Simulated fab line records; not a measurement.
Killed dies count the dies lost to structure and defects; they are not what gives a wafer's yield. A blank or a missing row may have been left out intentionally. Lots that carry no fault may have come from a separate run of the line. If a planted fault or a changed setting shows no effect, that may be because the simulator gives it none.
fab line records	flow nandHarc
record lots=24	wafers=72	lastDay=34
route steps=1302 shown A_CHANNEL_HOLE_D1@470 A_CHANNEL_FILL_D1@507 A_CHANNEL_HOLE_D2@591
lots with no fault: from the same line, run without faults
startH: the number of hours between the record's first day and the start of the first shown wafer of the lot	waitH: hours from the lot's prior step to this one	" the same as in the row above	L1.1+2: a single row standing in for several wafers	- value missing, or start not given	* or withheld: withheld	< > ~ a bound
route shown NAME@n: NAME is a module with steps in the file, n the number in the route of the first one	usual: mean and standard deviation over wafers with no fault	same: alike in all rows	chamber/n: place in a boat	sites: readings site by site	_std_site: the standard deviation of these	_edge_site: the outer-site mean with the inner-site mean subtracted	radiusMm: how far each site lies from the wafer's centre	mask NAME#n: copy n	behind: tool/chamber where the wafer was last shaped	hold: reason for holding the lot/hours on hold/outcome of the hold	device: the n, p or np transistor that did not switch	end of line: the same wafers' tests at the end of the route	step lacking rows: just its recipe	killed: dies lost to structure and defects at the first sort, not the wafer's yield	map: a wafer's dies, x killed, . not, _ none there
set.NAME: the setting as run; set.NAME@STEP: as run at that earlier step	model.NAME: the simulator's own value behind a step, which no gauge read
steps of the route over a sample of lots; a table a step, a row a wafer
services: from which hour (startH, from the record's first day; less than 0 if before it) a tool's chamber was out of use, for how many hours, and why
## steps
# step NHARC_A_CHANNEL_HOLE_D1_CD_MEAS_18
# usual cdNm=99.2/2.1
lot.wafer	tool	chamber	startH	waitH	cdNm
L074.1	cdSem-03	-	175.83	-	96.8
L074.2	"	-	"	"	100.9
L074.6	"	-	"	"	97.5
L076.1	cdSem-02	-	195.02	-	100.0
L076.2	"	-	"	"	103.8
L076.6	"	-	"	"	104.7
L075.3	cdSem-01	-	196.05	-	96.3
L075.4	"	-	"	"	102.0
L075.6	"	-	"	"	98.5
L077.2	cdSem-03	-	212.56	-	98.5
L077.3	"	-	"	"	102.2
L077.4	"	-	"	"	98.2
L078.1	cdSem-01	-	215.03	-	102.4
L078.3	"	-	"	"	99.0
L078.6	"	-	"	"	102.2
L079.4	cdSem-02	-	236.99	-	98.1
L079.5	"	-	"	"	98.3
L079.6	"	-	"	"	101.5
L080.1	cdSem-03	-	246.68	-	100.4
L080.2	"	-	"	"	99.4
L080.5	"	-	"	"	98.7
L081.1	cdSem-02	-	255.73	-	98.5
L081.4	"	-	"	"	97.2
L081.5	"	-	"	"	100.5
L082.3	cdSem-02	-	267.50	-	101.7
L082.5	"	-	"	"	98.8
L082.6	"	-	"	"	100.8
L083.1	cdSem-01	-	287.35	-	101.2
L083.3	"	-	"	"	99.4
L083.6	"	-	"	"	100.6
L084.2	cdSem-02	-	292.29	-	96.4
L084.3	"	-	"	"	96.6
L084.4	"	-	"	"	97.8
L085.1	cdSem-03	-	293.01	-	97.1
L085.2	"	-	"	"	97.1
L085.4	"	-	"	"	99.9
L086.1	cdSem-01	-	304.88	-	99.7
L086.2	"	-	"	"	98.5
L086.6	"	-	"	"	101.3
L087.1	cdSem-03	-	305.81	-	99.9
L087.5	"	-	"	"	100.3
L087.6	"	-	"	"	100.8
L089.3	cdSem-03	-	325.59	-	98.8
L089.4	"	-	"	"	97.6
L089.5	"	-	"	"	98.1
L088.2	cdSem-03	-	327.37	-	99.7
L088.3	"	-	"	"	103.6
L088.6	"	-	"	"	96.3
L090.2	cdSem-02	-	336.93	-	99.3
L090.3	"	-	"	"	96.3
L090.5	"	-	"	"	97.2
L091.1	cdSem-03	-	353.52	-	97.2
L091.4	"	-	"	"	98.6
L091.6	"	-	"	"	98.7
L092.1	cdSem-02	-	356.16	-	103.6
L092.3	"	-	"	"	104.2
L092.4	"	-	"	"	100.1
L093.1	cdSem-03	-	371.90	-	99.3
L093.3	"	-	"	"	98.8
L093.4	"	-	"	"	98.4
L094.2	cdSem-01	-	375.83	-	96.1
L094.5	"	-	"	"	104.4
L094.6	"	-	"	"	96.9
L095.1	cdSem-02	-	395.51	-	97.3
L095.2	"	-	"	"	94.9
L095.3	"	-	"	"	98.8
L096.3	cdSem-01	-	395.96	-	94.6
L096.4	"	-	"	"	97.8
L096.6	"	-	"	"	99.4
L097.2	cdSem-01	-	408.59	-	96.5
L097.3	"	-	"	"	95.2
L097.4	"	-	"	"	99.8
# step NHARC_A_CHANNEL_HOLE_D1_ETCH_26
# recipe biasV=300	sourceW=2000	pressureMtorr=30	timeS=224.1	arFlowSccm=375	c4f8FlowSccm=11.4	o2FlowSccm=113.6	tempC=-20	targetDepthA=3000	chemistry=C4F8/O2/Ar
# usual drypumpMotorCurrentA=6.0/0.37	showerheadPlenumPTorr=3.62/0.15	throttleValvePct=24.584/0.0095
lot.wafer	tool	chamber	startH	waitH	drypumpMotorCurrentA	rfHoursCounterH	showerheadPlenumPTorr	throttleValvePct
L074.1	harEtch-02	1	181.58	0.7	5.8	295	3.58	24.585
L074.2	"	0	"	"	6.3	295	3.47	24.580
L074.6	"	0	"	"	6.3	-	3.47	24.576
L076.1	harEtch-01	0	198.88	0.7	6.2	95	3.58	24.587
L076.2	"	1	"	"	5.5	95	3.78	24.596
L076.6	"	1	"	"	5.5	-	3.78	24.582
L075.4	harEtch-02	0	199.94	0.5	6.3	-	3.47	24.586
L075.3	"	1	"	"	5.8	-	3.57	24.587
L075.6	"	1	"	"	5.8	-	3.57	24.594
L077.2	harEtch-01	1	216.39	0.7	5.5	106	3.77	24.578
L077.3	"	1	"	"	5.5	-	3.77	24.594
L077.4	"	0	"	"	6.2	-	3.57	24.599
L078.1	harEtch-02	1	219.90	0.6	5.8	318	3.56	24.591
L078.3	"	0	"	"	6.4	-	3.46	24.589
L078.6	"	0	"	"	6.3	-	3.46	24.578
L079.4	harEtch-01	0	240.92	0.5	6.2	-	3.57	24.586
L079.5	"	0	"	"	6.2	-	3.57	24.581
L079.6	"	1	"	"	5.4	-	3.76	24.588
L080.2	harEtch-01	1	250.53	0.7	5.4	125	3.76	24.568
L080.1	"	0	"	"	6.2	125	3.56	24.579
L080.5	"	0	"	"	6.2	-	3.56	24.596
L081.1	harEtch-02	0	261.69	0.7	6.3	341	3.45	24.588
L081.4	"	0	"	"	6.3	-	3.45	24.596
L081.5	"	1	"	"	5.8	-	3.55	24.579
L082.3	harEtch-01	0	271.41	0.5	6.2	-	3.56	24.571
L082.5	"	0	"	"	6.2	-	3.56	24.574
L082.6	"	1	"	"	5.4	-	3.75	24.571
L083.1	harEtch-01	1	293.85	0.6	5.4	148	3.75	24.603
L083.3	"	1	"	"	5.4	-	3.75	24.593
L083.6	"	0	"	"	6.2	-	3.55	24.577
L084.2	harEtch-02	0	296.16	0.6	6.4	360	3.44	24.589
L084.4	"	1	"	"	5.8	-	3.54	24.602
L084.3	"	0	"	"	6.4	-	3.44	24.585
L085.2	harEtch-01	0	298.00	0.7	6.2	152	3.55	24.560
L085.1	"	1	"	"	5.4	152	3.74	24.587
L085.4	"	1	"	"	5.4	-	3.74	24.582
L087.1	harEtch-01	0	311.85	0.7	6.2	160	3.54	24.577
L087.5	"	0	"	"	6.2	-	3.54	24.580
L087.6	"	1	"	"	5.4	-	3.74	24.587
L086.1	harEtch-02	0	314.72	1.5	6.3	371	3.43	24.574
L086.2	"	0	"	"	6.3	-	3.43	24.594
L086.6	"	0	"	"	6.3	-	3.43	24.575
L089.3	harEtch-02	0	329.94	0.5	6.3	-	3.43	24.574
L089.4	"	1	"	"	5.8	-	3.54	24.586
L089.5	"	0	"	"	6.4	-	3.43	24.573
L088.2	harEtch-02	0	334.04	0.6	6.3	386	3.42	24.576
L088.3	"	1	"	"	5.8	-	3.53	24.582
L088.6	"	0	"	"	6.3	-	3.42	24.585
L090.2	harEtch-01	0	340.81	0.8	6.2	179	3.53	24.590
L090.3	"	1	"	"	5.4	-	3.73	24.593
L090.5	"	1	"	"	5.4	-	3.73	24.594
L091.1	harEtch-01	0	360.10	0.6	6.2	190	3.53	24.595
L091.4	"	1	"	"	5.4	-	3.72	24.582
L091.6	"	1	"	"	5.5	-	3.72	24.589
L092.1	harEtch-01	1	364.25	0.6	5.5	194	3.72	24.579
L092.3	"	0	"	"	6.2	-	3.52	24.597
L092.4	"	1	"	"	5.4	-	3.72	24.586
L093.1	harEtch-02	0	379.53	1.5	6.4	398	3.99	24.565
L093.3	"	0	"	"	6.4	-	3.99	24.584
L093.4	"	0	"	"	6.4	-	3.99	24.583
L094.2	harEtch-01	1	381.49	0.6	5.5	206	3.71	24.592
L094.5	"	0	"	"	6.2	-	3.52	24.593
L094.6	"	1	"	"	5.5	-	3.71	24.585
L095.2	harEtch-02	0	401.08	0.7	6.3	4	3.99	24.579
L095.1	"	1	"	"	5.8	4	3.99	24.593
L095.3	"	1	"	"	5.8	-	3.99	24.583
L096.3	harEtch-01	1	402.24	0.5	5.5	-	3.70	24.584
L096.4	"	0	"	"	6.2	-	3.51	24.586
L096.6	"	1	"	"	5.4	-	3.70	24.592
L097.2	harEtch-01	1	412.43	0.7	5.5	232	3.70	24.592
L097.3	"	1	"	"	5.5	-	3.70	24.603
L097.4	"	0	"	"	6.2	-	3.50	24.578
# step NHARC_A_CHANNEL_FILL_D1_ALD_25
# recipe targetThkA=600	pulseTimeS=10	aldCycles=600	tempC=300	material=SiOx
# usual heaterPowerW=463/44	precursorPulseHeightRel=1.000/0.02
lot.wafer	tool	chamber	startH	waitH	heaterPowerW	precursorPulseHeightRel
L074.2	aldHk-04	0	219.00	0.1	476	0.977
L074.1	"	3	220.84	1.9	487	1.000
L074.6	"	1	222.07	3.1	480	0.996
L075.3	aldHk-01	3	237.68	0.7	466	1.005
L075.4	"	0	"	"	496	0.989
L075.6	"	2	239.53	2.5	399	0.987
L076.1	aldHk-04	0	238.32	1.3	492	0.994
L076.2	"	1	"	"	466	1.029
L076.6	"	3	240.21	3.2	480	0.999
L078.1	aldHk-03	0	256.82	0.1	443	0.999
L078.3	"	3	258.68	1.9	519	0.985
L078.6	"	0	"	"	453	1.012
L077.4	aldHk-01	0	256.82	0.1	508	0.993
L077.2	"	1	"	"	384	0.998
L077.3	"	3	258.68	1.9	469	0.986
L079.4	aldHk-03	1	281.47	1.9	421	0.985
L079.5	"	2	"	"	530	0.971
L079.6	"	3	"	"	503	1.038
L080.2	aldHk-01	1	290.18	0.7	379	0.987
L080.1	"	2	"	"	391	1.023
L080.5	"	0	292.02	2.5	508	1.036
L081.4	aldHk-04	2	302.23	1.3	476	1.008
L081.1	"	3	303.46	2.5	501	0.955
L081.5	"	1	305.92	5.0	496	0.971
L082.3	aldHk-03	1	313.57	3.7	413	0.992
L082.5	"	2	314.80	5.0	522	0.992
L082.6	"	3	316.03	6.2	505	1.018
L084.3	aldHk-03	2	335.10	0.1	518	1.007
L084.2	"	3	"	"	507	0.989
L084.4	"	1	336.96	1.9	417	0.977
L083.3	aldHk-01	3	335.10	0.1	488	0.968
L083.1	"	1	336.35	1.3	387	0.984
L083.6	"	0	338.21	3.2	493	1.015
L085.1	aldHk-04	3	337.89	2.8	499	0.991
L085.4	"	0	339.12	4.1	463	1.031
L085.2	"	1	340.35	5.3	491	0.987
L086.2	aldHk-01	1	350.26	0.1	385	1.005
L086.1	"	2	"	"	384	0.964
L086.6	"	2	353.32	3.1	384	0.969
L087.1	aldHk-03	1	351.48	1.3	418	1.003
L087.5	"	3	352.71	2.5	506	0.984
L087.6	"	0	"	"	434	1.047
L089.3	aldHk-04	1	372.31	2.5	474	1.016
L089.4	"	2	374.78	5.0	475	1.010
L089.5	"	0	379.72	9.9	473	1.018
L088.3	aldHk-01	2	377.87	0.1	385	0.994
L088.2	"	3	"	"	473	0.973
L088.6	"	3	380.92	3.1	480	1.000
L090.3	aldHk-03	2	379.10	1.3	531	0.979
L090.2	"	3	"	"	515	1.016
L090.5	"	1	380.97	3.2	410	0.978
L091.1	aldHk-04	3	399.78	0.1	506	0.987
L091.4	"	2	403.50	3.8	487	0.989
L091.6	"	0	405.99	6.3	479	1.016
L092.1	aldHk-03	0	405.99	0.1	427	1.010
L092.4	"	1	"	"	444	1.009
L092.3	"	2	"	"	509	0.993
L093.4	aldHk-03	0	419.99	0.0	414	0.980
L093.1	"	1	"	"	425	1.016
L093.3	"	2	"	"	508	1.031
L094.2	aldHk-01	2	421.83	1.9	397	1.004
L094.5	"	3	"	"	487	1.029
L094.6	"	0	"	"	492	0.985
L096.3	aldHk-03	3	439.76	0.1	487	1.006
L096.4	"	0	"	"	431	1.013
L096.6	"	0	442.84	3.1	424	1.002
L095.3	aldHk-01	0	439.77	0.1	504	0.993
L095.2	"	2	441.01	1.3	387	0.965
L095.1	"	3	"	"	478	1.042
L097.4	aldHk-03	2	453.28	0.7	499	1.028
L097.2	"	3	"	"	498	0.977
L097.3	"	0	"	"	425	0.998
# step NHARC_A_CHANNEL_HOLE_D2_ETCH_19
# recipe biasV=1200	sourceW=2500	pressureMtorr=15	timeS=34.5	arFlowSccm=375	c4f8FlowSccm=28.8	o2FlowSccm=96.2	tempC=-20	targetDepthA=*	chemistry=C4F8/O2/Ar
# usual drypumpMotorCurrentA=5.9/0.35	showerheadPlenumPTorr=3.73/0.19	throttleValvePct=37.038/0.01
lot.wafer	tool	chamber	startH	waitH	drypumpMotorCurrentA	rfHoursCounterH	showerheadPlenumPTorr	throttleValvePct
L074.2	harEtch-01	0	280.60	0.1	6.2	137	3.55	37.028
L074.1	"	1	"	"	5.4	137	3.75	37.028
L074.6	"	1	"	"	5.4	-	3.75	37.016
L076.2	harEtch-02	1	303.00	0.1	5.8	360	3.54	37.041
L076.1	"	0	"	"	6.3	360	3.44	37.041
L076.6	"	1	"	"	5.8	-	3.54	37.043
L075.4	harEtch-01	1	304.01	0.1	5.4	-	3.74	37.038
L075.3	"	0	"	"	6.2	-	3.55	37.028
L075.6	"	0	"	"	6.2	-	3.55	37.033
L078.1	harEtch-01	1	321.25	0.1	5.4	164	3.73	37.041
L078.3	"	1	"	"	5.4	-	3.73	37.041
L078.6	"	1	"	"	5.4	-	3.73	37.045
L077.2	harEtch-01	0	325.42	4.0	6.2	168	3.54	37.044
L077.3	"	0	"	"	6.3	-	3.54	37.024
L077.4	"	1	"	"	5.4	-	3.73	37.030
L079.4	harEtch-01	0	348.36	2.8	6.2	-	3.53	37.041
L079.5	"	1	"	"	5.4	-	3.72	37.040
L079.6	"	0	"	"	6.2	-	3.53	37.050
L080.1	harEtch-02	1	355.06	1.7	5.8	383	3.53	37.039
L080.2	"	1	"	"	5.8	-	3.53	37.044
L080.5	"	1	"	"	5.8	-	3.53	37.046
L081.1	harEtch-01	1	373.50	0.1	5.4	198	3.71	37.038
L081.4	"	1	"	"	5.4	-	3.71	37.038
L081.5	"	1	"	"	5.5	-	3.71	37.042
L082.3	harEtch-01	0	381.90	3.9	6.2	-	3.52	37.034
L082.6	"	1	"	"	5.4	-	3.71	37.036
L082.5	"	0	"	"	6.2	-	3.52	37.030
L083.1	harEtch-02	0	401.48	3.2	6.3	4	3.98	37.037
L083.3	"	0	"	"	6.3	-	3.98	37.045
L083.6	"	1	"	"	5.8	-	3.98	37.031
L084.2	harEtch-01	1	402.56	4.0	5.4	225	3.70	37.056
L084.4	"	1	"	"	5.5	-	3.70	37.036
L084.3	"	0	"	"	6.2	-	3.51	37.032
L085.2	harEtch-02	0	406.89	0.1	6.4	8	3.98	37.055
L085.1	"	1	"	"	5.8	8	3.98	37.036
L085.4	"	0	"	"	6.3	-	3.98	37.028
L086.2	harEtch-02	0	416.09	0.3	6.3	15	3.97	37.039
L086.1	"	1	"	"	5.8	15	3.98	37.033
L086.6	"	0	"	"	6.3	-	3.97	37.020
L087.1	harEtch-01	1	417.88	0.1	5.5	236	3.69	37.046
L087.5	"	0	"	"	6.2	-	3.50	37.033
L087.6	"	1	"	"	5.5	-	3.69	37.039
L088.2	harEtch-01	1	440.49	0.1	5.5	248	3.69	37.025
L088.3	"	1	"	"	5.4	-	3.69	37.021
L088.6	"	0	"	"	6.2	-	3.49	37.027
L089.4	harEtch-02	0	442.63	0.1	6.4	-	3.96	37.038
L089.3	"	1	"	"	5.8	-	3.97	37.019
L089.5	"	0	"	"	6.3	-	3.96	37.040
L090.2	harEtch-01	1	444.65	1.9	5.4	252	3.68	37.034
L090.3	"	0	"	"	6.2	-	3.49	37.034
L090.5	"	0	"	"	6.2	-	3.49	37.035
L091.1	harEtch-02	0	465.20	0.1	6.3	42	3.96	37.047
L091.4	"	0	"	"	6.3	-	3.96	37.037
L091.6	"	0	"	"	6.3	-	3.96	37.029
L092.1	harEtch-02	1	469.36	2.8	5.8	46	3.96	37.039
L092.4	"	0	"	"	6.3	-	3.95	37.046
L092.3	"	1	"	"	5.8	-	3.96	37.053
L094.2	harEtch-01	1	485.65	2.3	5.4	278	3.67	37.048
L094.5	"	0	"	"	6.2	-	3.48	37.047
L094.6	"	1	"	"	5.4	-	3.67	37.045
L093.1	harEtch-02	0	486.03	2.7	6.3	58	3.95	37.034
L093.3	"	0	"	"	6.3	-	3.95	37.034
L093.4	"	1	"	"	5.8	-	3.95	37.051
L095.2	harEtch-02	1	505.58	0.1	5.8	61	3.95	37.039
L095.1	"	0	"	"	6.4	61	3.94	37.027
L095.3	"	1	"	"	5.8	-	3.95	37.050
L096.4	harEtch-01	0	506.17	0.1	6.2	-	3.47	37.038
L096.3	"	1	"	"	5.4	-	3.66	37.024
L096.6	"	1	"	"	5.4	-	3.66	37.038
L097.2	harEtch-02	1	530.70	0.1	5.8	73	3.94	37.045
L097.4	"	0	"	"	6.3	-	3.94	37.036
L097.3	"	1	"	"	5.8	-	3.94	37.036
# step NHARC_A_CHANNEL_HOLE_D2_ETCH_25
# recipe biasV=5000	sourceW=withheld	pressureMtorr=20	timeS=1040.2	arFlowSccm=375	c4f8FlowSccm=93.8	o2FlowSccm=31.2	tempC=-20	targetDepthA=15000	chemistry=C4F8/O2/Ar
# usual drypumpMotorCurrentA=5.9/0.35	showerheadPlenumPTorr=3.69/0.18	throttleValvePct=32.236/0.0092
lot.wafer	tool	chamber	startH	waitH	drypumpMotorCurrentA	rfHoursCounterH	showerheadPlenumPTorr	throttleValvePct
L074.2	harEtch-01	0	283.50	0.6	6.2	140	3.51	32.233
L074.1	"	1	"	"	5.5	140	3.70	32.235
L074.6	"	1	"	"	5.5	-	3.70	32.240
L076.2	harEtch-02	1	305.88	0.6	5.8	363	3.50	32.241
L076.1	"	0	"	"	6.4	363	3.40	32.234
L076.6	"	1	"	"	5.8	-	3.50	32.244
L075.4	harEtch-01	1	307.14	0.7	5.5	-	3.69	32.235
L075.3	"	0	"	"	6.3	-	3.51	32.232
L075.6	"	0	"	"	6.2	-	3.51	32.236
L078.1	harEtch-01	1	324.16	0.6	5.4	167	3.68	32.234
L078.3	"	1	"	"	5.4	-	3.68	32.235
L078.6	"	1	"	"	5.4	-	3.68	32.237
L077.2	harEtch-01	0	328.30	0.6	6.2	171	3.50	32.230
L077.3	"	0	"	"	6.2	-	3.50	32.238
L077.4	"	1	"	"	5.4	-	3.68	32.249
L079.4	harEtch-01	0	351.62	0.7	6.2	-	3.49	32.242
L079.5	"	1	"	"	5.4	-	3.68	32.222
L079.6	"	0	"	"	6.2	-	3.49	32.251
L080.1	harEtch-02	1	360.94	1.3	5.8	388	3.48	32.222
L080.2	"	1	"	"	5.8	-	3.48	32.221
L080.5	"	1	"	"	5.8	-	3.48	32.255
L081.1	harEtch-01	1	376.40	0.6	5.4	201	3.67	32.249
L081.4	"	1	"	"	5.5	-	3.67	32.245
L081.5	"	1	"	"	5.5	-	3.67	32.239
L082.3	harEtch-01	0	385.19	0.7	6.2	-	3.48	32.242
L082.6	"	1	"	"	5.5	-	3.66	32.233
L082.5	"	0	"	"	6.3	-	3.48	32.238
L083.1	harEtch-02	0	404.51	0.7	6.3	7	3.92	32.222
L083.3	"	0	"	"	6.4	-	3.92	32.237
L083.6	"	1	"	"	5.8	-	3.92	32.236
L084.2	harEtch-01	1	405.46	0.6	5.5	228	3.65	32.229
L084.4	"	1	"	"	5.5	-	3.65	32.240
L084.3	"	0	"	"	6.2	-	3.47	32.239
L085.2	harEtch-02	0	409.80	0.6	6.3	11	3.92	32.244
L085.1	"	1	"	"	5.8	11	3.92	32.237
L085.4	"	0	"	"	6.3	-	3.92	32.222
L086.2	harEtch-02	0	418.97	0.6	6.3	18	3.91	32.228
L086.1	"	1	"	"	5.8	18	3.92	32.235
L086.6	"	0	"	"	6.3	-	3.91	32.236
L087.1	harEtch-01	1	420.91	0.7	5.5	239	3.65	32.226
L087.5	"	0	"	"	6.2	-	3.46	32.234
L087.6	"	1	"	"	5.5	-	3.65	32.230
L088.2	harEtch-01	1	443.39	0.6	5.4	251	3.64	32.220
L088.3	"	1	"	"	5.4	-	3.64	32.237
L088.6	"	0	"	"	6.2	-	3.46	32.243
L089.4	harEtch-02	0	445.76	0.7	6.3	-	3.90	32.235
L089.3	"	1	"	"	5.8	-	3.91	32.231
L089.5	"	0	"	"	6.3	-	3.90	32.237
L090.2	harEtch-01	1	447.55	0.6	5.5	254	3.64	32.233
L090.3	"	0	"	"	6.2	-	3.45	32.245
L090.5	"	0	"	"	6.2	-	3.45	32.221
L091.1	harEtch-02	0	468.22	0.7	6.3	45	3.90	32.224
L091.4	"	0	"	"	6.3	-	3.90	32.236
L091.6	"	0	"	"	6.3	-	3.90	32.243
L092.1	harEtch-02	1	476.83	0.7	5.8	49	3.90	32.243
L092.4	"	0	"	"	6.3	-	3.90	32.245
L092.3	"	1	"	"	5.8	-	3.90	32.249
L094.2	harEtch-01	1	488.66	0.7	5.4	281	3.62	32.228
L094.5	"	0	"	"	6.2	-	3.44	32.233
L094.6	"	1	"	"	5.4	-	3.62	32.229
L093.1	harEtch-02	0	488.95	0.6	6.4	60	3.89	32.237
L093.3	"	0	"	"	6.3	-	3.89	32.232
L093.4	"	1	"	"	5.8	-	3.89	32.246
L095.2	harEtch-02	1	508.48	0.6	5.8	64	3.89	32.217
L095.1	"	0	"	"	6.3	64	3.89	32.224
L095.3	"	1	"	"	5.8	-	3.89	32.235
L096.4	harEtch-01	0	509.33	0.7	6.2	-	3.44	32.226
L096.3	"	1	"	"	5.4	-	3.62	32.220
L096.6	"	1	"	"	5.5	-	3.62	32.240
L097.2	harEtch-02	1	533.73	0.7	5.8	76	3.88	32.236
L097.4	"	0	"	"	6.3	-	3.88	32.244
L097.3	"	1	"	"	5.8	-	3.88	32.236
# step NHARC_A_CHANNEL_HOLE_D2_ETCH_27
# recipe biasV=400	sourceW=2000	pressureMtorr=25	timeS=90	arFlowSccm=375	c4f8FlowSccm=41.7	o2FlowSccm=83.3	tempC=-20	targetDepthA=4000	chemistry=C4F8/O2/Ar
# usual drypumpMotorCurrentA=5.9/0.36	showerheadPlenumPTorr=3.73/0.19	throttleValvePct=27.620/0.0079
lot.wafer	tool	chamber	startH	waitH	drypumpMotorCurrentA	rfHoursCounterH	showerheadPlenumPTorr	throttleValvePct
L074.2	harEtch-01	0	284.58	0.2	6.2	141	3.55	27.614
L074.1	"	1	"	"	5.4	141	3.74	27.620
L074.6	"	1	"	"	5.5	-	3.74	27.623
L076.2	harEtch-02	1	306.95	0.2	5.8	364	3.53	27.615
L076.1	"	0	"	"	6.4	364	3.44	27.632
L076.6	"	1	"	"	5.8	-	3.54	27.624
L075.4	harEtch-01	1	307.98	0.2	5.4	-	3.73	27.617
L075.3	"	0	"	"	6.3	-	3.54	27.617
L075.6	"	0	"	"	6.3	-	3.54	27.618
L078.1	harEtch-01	1	325.23	0.2	5.5	168	3.73	27.630
L078.3	"	1	"	"	5.5	-	3.73	27.618
L078.6	"	1	"	"	5.5	-	3.73	27.621
L077.2	harEtch-01	0	329.38	0.2	6.2	172	3.54	27.628
L077.3	"	0	"	"	6.2	-	3.53	27.609
L077.4	"	1	"	"	5.4	-	3.73	27.632
L079.4	harEtch-01	0	352.35	0.2	6.2	-	3.53	27.617
L079.5	"	1	"	"	5.5	-	3.72	27.631
L079.6	"	0	"	"	6.2	-	3.53	27.622
L080.1	harEtch-02	1	363.08	0.3	5.8	390	3.52	27.620
L080.2	"	1	"	"	5.8	-	3.52	27.628
L080.5	"	1	"	"	5.8	-	3.52	27.620
L081.1	harEtch-01	1	377.49	0.2	5.5	202	3.71	27.612
L081.4	"	1	"	"	5.4	-	3.71	27.599
L081.5	"	1	"	"	5.4	-	3.71	27.618
L082.3	harEtch-01	0	385.92	0.2	6.2	-	3.51	27.623
L082.6	"	1	"	"	5.4	-	3.71	27.624
L082.5	"	0	"	"	6.2	-	3.51	27.609
L083.1	harEtch-02	0	405.46	0.2	6.3	8	3.97	27.630
L083.3	"	0	"	"	6.3	-	3.97	27.601
L083.6	"	1	"	"	5.8	-	3.98	27.609
L084.2	harEtch-01	1	406.53	0.2	5.4	229	3.69	27.615
L084.4	"	1	"	"	5.4	-	3.69	27.623
L084.3	"	0	"	"	6.2	-	3.50	27.623
L085.2	harEtch-02	0	410.89	0.2	6.4	12	3.97	27.614
L085.1	"	1	"	"	5.8	12	3.97	27.627
L085.4	"	0	"	"	6.4	-	3.97	27.612
L086.2	harEtch-02	0	420.05	0.2	6.3	19	3.97	27.616
L086.1	"	1	"	"	5.8	19	3.97	27.617
L086.6	"	0	"	"	6.3	-	3.96	27.619
L087.1	harEtch-01	1	421.89	0.2	5.5	240	3.69	27.606
L087.5	"	0	"	"	6.2	-	3.50	27.613
L087.6	"	1	"	"	5.4	-	3.69	27.607
L088.2	harEtch-01	1	444.46	0.2	5.4	251	3.68	27.622
L088.3	"	1	"	"	5.5	-	3.68	27.609
L088.6	"	0	"	"	6.3	-	3.49	27.625
L089.4	harEtch-02	0	446.61	0.2	6.4	-	3.96	27.606
L089.3	"	1	"	"	5.8	-	3.96	27.629
L089.5	"	0	"	"	6.3	-	3.96	27.619
L090.2	harEtch-01	1	448.62	0.2	5.5	255	3.68	27.617
L090.3	"	0	"	"	6.3	-	3.49	27.627
L090.5	"	0	"	"	6.2	-	3.49	27.622
L091.1	harEtch-02	0	469.18	0.2	6.3	46	3.95	27.614
L091.4	"	0	"	"	6.3	-	3.95	27.623
L091.6	"	0	"	"	6.3	-	3.95	27.631
L092.1	harEtch-02	1	477.79	0.2	5.8	50	3.95	27.607
L092.4	"	0	"	"	6.3	-	3.95	27.630
L092.3	"	1	"	"	5.8	-	3.95	27.630
L094.2	harEtch-01	1	489.63	0.2	5.4	282	3.67	27.611
L094.5	"	0	"	"	6.2	-	3.48	27.624
L094.6	"	1	"	"	5.4	-	3.66	27.633
L093.1	harEtch-02	0	490.01	0.2	6.3	61	3.94	27.613
L093.3	"	0	"	"	6.3	-	3.94	27.626
L093.4	"	1	"	"	5.8	-	3.94	27.628
L095.2	harEtch-02	1	509.56	0.2	5.8	65	3.94	27.623
L095.1	"	0	"	"	6.3	65	3.94	27.618
L095.3	"	1	"	"	5.9	-	3.94	27.615
L096.4	harEtch-01	0	510.18	0.2	6.2	-	3.47	27.616
L096.3	"	1	"	"	5.4	-	3.66	27.624
L096.6	"	1	"	"	5.4	-	3.66	27.628
L097.2	harEtch-02	1	534.70	0.2	5.8	77	3.94	27.620
L097.4	"	0	"	"	6.3	-	3.93	27.619
L097.3	"	1	"	"	5.8	-	3.93	27.628
## services
tool	chamber	startH	hours	kind
aldHk-03	-	212.19	10.0	pm
aldHk-04	-	226.53	2.1	repair
aldHk-04	-	254.00	10.0	pm
aldHk-01	-	296.15	10.0	pm
harEtch-02	1	307.13	-	consumableReplace:focusRing
harEtch-02	1	307.13	17.0	scheduledDown
harEtch-02	1	307.13	17.0	ventCycle
aldHk-01	-	341.46	0.7	repair
harEtch-02	0	347.49	-	consumableReplace:showerhead
harEtch-02	0	347.49	17.0	scheduledDown
harEtch-02	0	347.49	17.0	ventCycle
harEtch-02	1	371.00	-	consumableReplace:esc
harEtch-02	1	371.00	17.0	scheduledDown
harEtch-02	1	371.00	17.0	ventCycle
harEtch-02	-	380.30	17.0	pm
harEtch-02	0	380.30	17.0	ventCycle
harEtch-02	0	397.30	-	clean
harEtch-02	0	397.30	-	consumableReplace:focusRing
harEtch-02	1	397.30	-	clean
harEtch-02	1	397.30	-	consumableReplace:showerhead
harEtch-02	-	430.23	1.9	repair
aldHk-04	-	437.46	10.0	pm
aldHk-01	-	474.15	10.0	pm
harEtch-02	-	491.79	0.5	repair
## key
fault none
